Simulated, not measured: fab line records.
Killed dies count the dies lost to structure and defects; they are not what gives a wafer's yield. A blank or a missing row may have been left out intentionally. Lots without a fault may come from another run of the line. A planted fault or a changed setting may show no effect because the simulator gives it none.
Split-lot experiment	flow n5Finfet	21 wafers read from 7 lots, route of 1938 steps

== THE SPLIT ==
At N5_FIN_SAQP_ETCH_65 (etches SiO2 in CF4, target depth 4 nm, time 4.4 s), the setting timeS was moved away from the recipe's 4.4 s on 4 of the 21 wafers read, by -21.7% to +8.6%. The other wafers ran this setting at the recipe's value.

Reading taken at the split's own step.

== THE READING ==
etch.depthNm (the simulator's own value, which no gauge read), in nm, at N5_FIN_SAQP_ETCH_65 (etches SiO2 in CF4, target depth 4 nm, time 4.4 s). The file does not state a usual value for it. Across the 17 wafers here that went through the recipe, the average is 4.026 nm and the standard deviation 0.14 nm.

wafer	tool, chamber at the split	timeS as run, s	against the recipe	etch.depthNm, nm	against lot-mates on the recipe
L084.3	rieSi-04, 3	4.4	recipe	3.972	-
L084.4	rieSi-04, 1	4.4	recipe	3.871	-
L084.5	rieSi-04, 0	4.4	recipe	3.931	-
L085.1	rieSi-01, 2	4.4	recipe	3.622	-
L085.2	rieSi-01, 1	4.4	recipe	3.999	-
L085.3	rieSi-01, 3	4.4	recipe	3.971	-
L086.3	rieSi-02, 0	4.4	recipe	4.108	-
L086.4	rieSi-02, 1	4.4	recipe	4.11	-
L086.5	rieSi-02, 0	4.4	recipe	4.152	-
L089.1	rieSi-01, 2	3.833	-12.9%	3.162	-0.883
L089.5	rieSi-01, 0	4.4	recipe	4.147	-
L089.6	rieSi-01, 3	4.4	recipe	3.942	-
L090.2	rieSi-02, 0	4.4	recipe	4.266	-
L090.4	rieSi-02, 3	3.445	-21.7%	3.16	-1.055
L090.5	rieSi-02, 1	4.4	recipe	4.164	-
L096.1	rieSi-02, 0	3.671	-16.6%	3.501	-0.575
L096.2	rieSi-02, 3	4.4	recipe	4.03	-
L096.6	rieSi-02, 1	4.4	recipe	4.121	-
L097.2	rieSi-04, 0	4.4	recipe	4.02	-
L097.4	rieSi-04, 1	4.777	+8.6%	4.301	+0.280
L097.5	rieSi-04, 3	4.4	recipe	4.021	-

FIT RESULTS
A straight line over all 21 wafers: etch.depthNm changes by +0.0411 nm for each +1% of timeS; r = +0.87; the points scatter about the line by 0.16 nm.
The same after taking each lot's own level away (the mean of its wafers on the recipe; 21 wafers): +0.0464 nm for each +1%; r = +0.94; scatter 0.12 nm.
According to that fit, moving timeS by its largest amount changes the reading by 1 nm.
Measured against the standard deviation above, the lots' own levels, which go from 3.8640 to 4.2150 nm, span 2.5 times it.
So the slope is not independent of the lot-to-lot level: the two fits are not the same.
Check: with one of the wafers moved furthest among these (-21.7%) left out of the fit, the line predicts -0.985 nm for it against its lot-mates. It came out at -1.05 nm against them.

== OTHER SPLITS APPLIED TO THESE WAFERS ==
Before the reading, these wafers also passed through other splits. Each is held against what the fit with the lots' levels taken away leaves over:
other split on the same wafers	wafers away from the commonest value	r with etch.depthNm (lot level and that fit taken away)
N5_PMOS_HMC_CHANNEL_EPI_COAT_03 spinRpm	5	-0.34
N5_PMOS_HMC_CHANNEL_EPI_DEVELOP_08 developTimeS	9	+0.20

== THE FILE'S OWN FIT ==
etch.depthNm changes by +0.0469 nm for each +1% of timeS, r = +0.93.
